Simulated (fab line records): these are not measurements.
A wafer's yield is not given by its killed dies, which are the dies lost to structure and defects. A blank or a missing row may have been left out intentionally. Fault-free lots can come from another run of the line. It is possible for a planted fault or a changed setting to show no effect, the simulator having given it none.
Problem report, 8D (eight disciplines) form, completed by code -- flow nand_harc -- the parts of the form that need people (team, actions taken, sign-off) are left out

## 1. WHAT WENT WRONG
Wafers without a fault read 20.011, standard deviation 0.019; exposure_dose_mJ_cm2 at NHARC_A_STAIRCASE_EXPOSE_163 reads a mean of 29.585 on 6 wafers belonging to 2 lots. So: +99 or more standard deviations from the usual mean.
The step: exposes mask STAIR OPEN.
First observed at day 23 08:02: wafer L869.1, on krf_scanner-04. Wafers with a number at this step in the record: 39, from 13 lots. Rule for "out" (also "out of limits"): further than 4 standard deviations from the usual mean. The rest of the wafers with a number are treated as sound.

## 2. WHAT IT IS; WHAT IT IS NOT
question,is,is not
which readings at this step,exposure_dose_mJ_cm2,focus_offset_nm
which lots,"L869, L873","L851, L853, L854, L855, L856, L858, L859, L861, L862, L863, L864"
which wafers of those lots,all that have a number,-
read on which tools,krf_scanner-04,"krf_scanner-01, krf_scanner-02"
when,from day 23 08:02,up to then (33 sound wafers)

## 3. THE SUSPECTS, EACH WITH WHAT RULES IT OUT
Counting: any tool at a process step up to the reading is kept as a suspect provided that every lot that is out went through it and no sound lot did after the first of them.
- ald_sin_batch-03 at NHARC_A_CHANNEL_FILL_D2_ALD_03 (deposits SiNx, target thk 6 nm, pulse time 60 s, ald cycles 58): kept. It ran every lot that is out, first L869 (day 21 17:37), and no sound lot after that; its last sound lot up to then is L864 (day 19 23:10). NHARC_A_CHANNEL_FILL_D2_ALD_03 gives no start for some lots, so the hours and the order of its lots are those of NHARC_A_CHANNEL_FILL_D2_ALD_16.
- rie_diel-12 at NHARC_A_CHANNEL_FILL_D2_ETCHBACK_08 (etches the open film in C4F8, target depth 220 nm, time 110 s): kept. It ran every lot that is out, first L869 (day 23 08:02), and no sound lot after that; its last sound lot up to then is L864 (day 21 11:07). NHARC_A_CHANNEL_FILL_D2_ETCHBACK_08 gives no start for some lots, so the hours and the order of its lots are those of NHARC_A_STAIRCASE_EXPOSE_163.
- krf_scanner-04 at NHARC_A_STAIRCASE_EXPOSE_163 (exposes mask STAIR OPEN): kept. It ran every lot that is out, first L869 (day 23 08:02), and no sound lot after that; its last sound lot up to then is L862 (day 20 00:30). Its own readings are out on those wafers: exposure_dose_mJ_cm2.
ald_sin_batch-03 at NHARC_A_CHANNEL_FILL_D2_ALD_03, rie_diel-12 at NHARC_A_CHANNEL_FILL_D2_ETCHBACK_08 and krf_scanner-04 at NHARC_A_STAIRCASE_EXPOSE_163 are what is left after counting.

## 4. THE CAUSE (what the simulator had put in)
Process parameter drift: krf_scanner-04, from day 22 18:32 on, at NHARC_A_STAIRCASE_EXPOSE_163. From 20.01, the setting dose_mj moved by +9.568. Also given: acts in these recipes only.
Counting leaves 3 suspects; this tool is one of them.

## 5. THE CHAIN OF EFFECTS, in route order
Each row: a reading where the mean over the struck wafers with a number is more than 3 standard deviations away from the usual. Only readings for which the record gives a usual standard deviation are gone through. hours: the time from each lot's start at the first step in this table that gives one to its start at this step, as a median over the lots. sigmas: the change in usual standard deviations.
hours,step,reading,usual,on struck wafers,change,sigmas
0,NHARC_A_STAIRCASE_EXPOSE_163,exposure_dose_mJ_cm2,20.011,29.585,+9.574,+99 or more
It contains these process steps:
- NHARC_A_STAIRCASE_EXPOSE_163: exposes mask STAIR OPEN.

## 6. WHAT WOULD HAVE CAUGHT IT SOONER
13 hours passed between the start of the fault at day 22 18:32 and the first reading out of limits in this record, taken at day 23 08:02.
